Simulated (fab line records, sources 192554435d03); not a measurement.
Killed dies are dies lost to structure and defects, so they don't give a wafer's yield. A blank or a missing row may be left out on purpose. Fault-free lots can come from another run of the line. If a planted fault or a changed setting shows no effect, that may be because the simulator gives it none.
Matching of chambers -- flow n5Finfet -- rieDiel-03 running N5_HKMG_FIN_ETCH_67: 4 sister chambers
The step etches SOC in N2/H2, stops on TiN, target depth 388.9 nm. 16 wafers are shown with their chamber, then 8 later ones without.

## EACH WAFER AND ITS CHAMBER
wafer,chamber,drypumpMotorCurrentA (A),throttleValvePct (%),showerheadPlenumPTorr (Torr)
L075.3,2,6.0,17.60,2.44
L075.4,1,5.2,17.26,2.69
L075.6,1,5.2,17.26,2.69
L078.2,1,5.2,17.27,2.69
L078.3,3,5.6,18.12,2.62
L078.5,0,6.3,18.19,2.67
L087.1,3,5.7,18.16,2.61
L087.4,1,5.2,17.30,2.68
L087.5,3,5.6,18.16,2.61
L088.1,3,5.6,18.16,2.61
L088.3,2,6.0,17.63,2.43
L088.6,0,6.3,18.22,2.66
L092.2,0,6.3,18.24,2.65
L092.4,1,5.2,17.31,2.68
L092.5,0,6.3,18.26,2.65
L093.1,2,6.0,17.67,2.42

SIGNATURES (averages over the wafers above)
reading,chamber 0,chamber 1,chamber 2,chamber 3,scatter within a chamber
drypumpMotorCurrentA,6.300,5.200,6.000,5.625,0.025
throttleValvePct,18.2275,17.2800,17.6333,18.1500,0.0267
showerheadPlenumPTorr,2.6575,2.6860,2.4300,2.6125,0.00747
Rule: a wafer lies at a distance from a chamber equal to the root of the sum of squares, over the readings, of (its reading less the chamber's mean, divided by the reading's scatter). If the next closest chamber is less than 2 further off than the closest, the wafer can't be placed; otherwise it belongs to the closest. How the scatter is found: for the shown wafers, subtract from each reading the mean of its chamber, square and add these, divide the total by (wafers less chambers), then take the root.

## WAFERS WHOSE CHAMBER IS MISSING
wafer,drypumpMotorCurrentA (A),throttleValvePct (%),showerheadPlenumPTorr (Torr)
L093.5,6.2,18.25,2.65
L093.6,5.6,18.20,2.61
L094.2,6.3,18.27,2.65
L094.4,5.7,18.22,2.61
L094.6,5.6,18.21,2.61
L096.2,6.0,17.67,2.42
L096.4,5.2,17.34,2.67
L096.6,5.6,18.20,2.60

## EACH ONE'S CHAMBER
wafer,from the rows above,in truth
L093.5,0,0
L093.6,3,3
L094.2,0,0
L094.4,3,3
L094.6,3,3
L096.2,2,2
L096.4,1,1
L096.6,3,3
Correctly placed: 8 of 8. Can't be placed from these rows: 0. 0 placed wrongly.
